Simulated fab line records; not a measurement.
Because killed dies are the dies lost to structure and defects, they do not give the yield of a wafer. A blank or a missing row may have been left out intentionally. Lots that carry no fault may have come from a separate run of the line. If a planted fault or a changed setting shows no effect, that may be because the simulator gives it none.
Problem report, 8D (eight disciplines) form, completed by code ; flow n5_finfet ; the parts of the form that need people (team, actions taken, sign-off) are left out

## 1. WHAT IS WRONG
Mean M0_RS at N5_BEOL_M0_RS_MEAS_126: 91.028 ohm/sq over 6 wafers in 2 lots; fault-free wafers: 0.525 ohm/sq, standard deviation 0.02. So: +99 or more standard deviations from the usual mean.
The step: measures by four-point-probe.
Seen first at day 8 02:53 on film_metro-01, wafer L935.1. The record has a number at this step for 28 wafers belonging to 10 lots. Rule for "out" (also "out of limits"): further than 4 standard deviations from the usual mean. Any other wafer with a number is counted as sound.

## 2. WHAT THIS IS AND IS NOT
question;is;is not
which readings at this step;M0_RS;-
which lots;L935, L936;L928, L930, L931, L933, L946, L947, L948, L949
which wafers of those lots;all that have a number;-
read on which gauges;film_metro-01, film_metro-02;-
when;from day 8 02:53;"up to then (10 sound wafers); but 12 sound wafers of L946, L947, L948, L949 came after"

## 3. WHAT RULES OUT EACH SUSPECT
Counting: a tool at a process step up to the reading stays a suspect if it ran every lot that is out and no sound lot after the first of them.
- the gauge at N5_BEOL_M0_RS_MEAS_126: ruled out. Those wafers that are out were read across 2 gauges (film_metro-01, film_metro-02).
- pvd_sputter-01 at N5_BEOL_M0_PRE_CLEAN_113 (time 30 s): ruled out as a lasting fault. After its first lot that is out, L935 (day 8 00:56), sound lots L946, L948, L949 ran on it.
- ecd_cu-01 at N5_BEOL_M0_ECD_118 (material Cu, target thk 300 nm): ruled out as a lasting fault. After its first lot that is out, L935 (day 8 01:58), sound lots L946, L948 ran on it.
Left after counting: nothing in the record.

## 4. THE CAUSE (what the simulator had put in)
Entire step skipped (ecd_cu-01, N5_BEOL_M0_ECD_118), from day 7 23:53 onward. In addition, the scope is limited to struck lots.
It was ruled out by counting, in error; the rule expects a fault to strike all lots run on its tool from its start on, and this fault did not.

## 5. SEQUENCE OF EFFECTS, ordered by route
One row per reading whose mean, taken over the struck wafers that have a number, lies over 3 standard deviations from the usual. Scope: only readings with a usual standard deviation given in the record; hours: median across lots of the time from each lot's start at the first step in this table that gives one to its start at this step; sigmas: change in usual standard deviations.
hours;step;reading;usual;on struck wafers;change;sigmas
0;N5_BEOL_M0_CMP_120;time_to_endpoint_s;64 s;0;-64;-18
1;N5_BEOL_M0_RS_MEAS_126;M0_RS;0.525 ohm/sq;91.028;+90.503;+99 or more
189;N5_PASSIVATION_PROBE_49;defect_limited_yield;91.0 %;0.0;-91.0;-61
189;N5_PASSIVATION_PROBE_49;killed_at_M0_to_M3;35;1120;+1085;+99
189;N5_PASSIVATION_PROBE_49;killed_dies;106;1180;+1074;+60
189;N5_PASSIVATION_PROBE_49;killed_on_rim;14;152;+138;+33
189;N5_PASSIVATION_PROBE_49;sort_bin_5_function;5.2 %;96.4;+91.2;+96
189;N5_PASSIVATION_PROBE_49;sort_n_pass;1074;0;-1074;-60
189;N5_PASSIVATION_PROBE_49;sort_yield_pct;91.0 %;0.0;-91.0;-61
The process steps in it:
- N5_BEOL_M0_CMP_120: polishes, stops on SiOC, t overpolish 6.9 s.
- N5_PASSIVATION_PROBE_49

## 6. WHAT WOULD HAVE CAUGHT IT SOONER
In this record the first reading out of limits at a measuring or inspecting step was taken at day 8 02:53, 3 hours after the fault began at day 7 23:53.
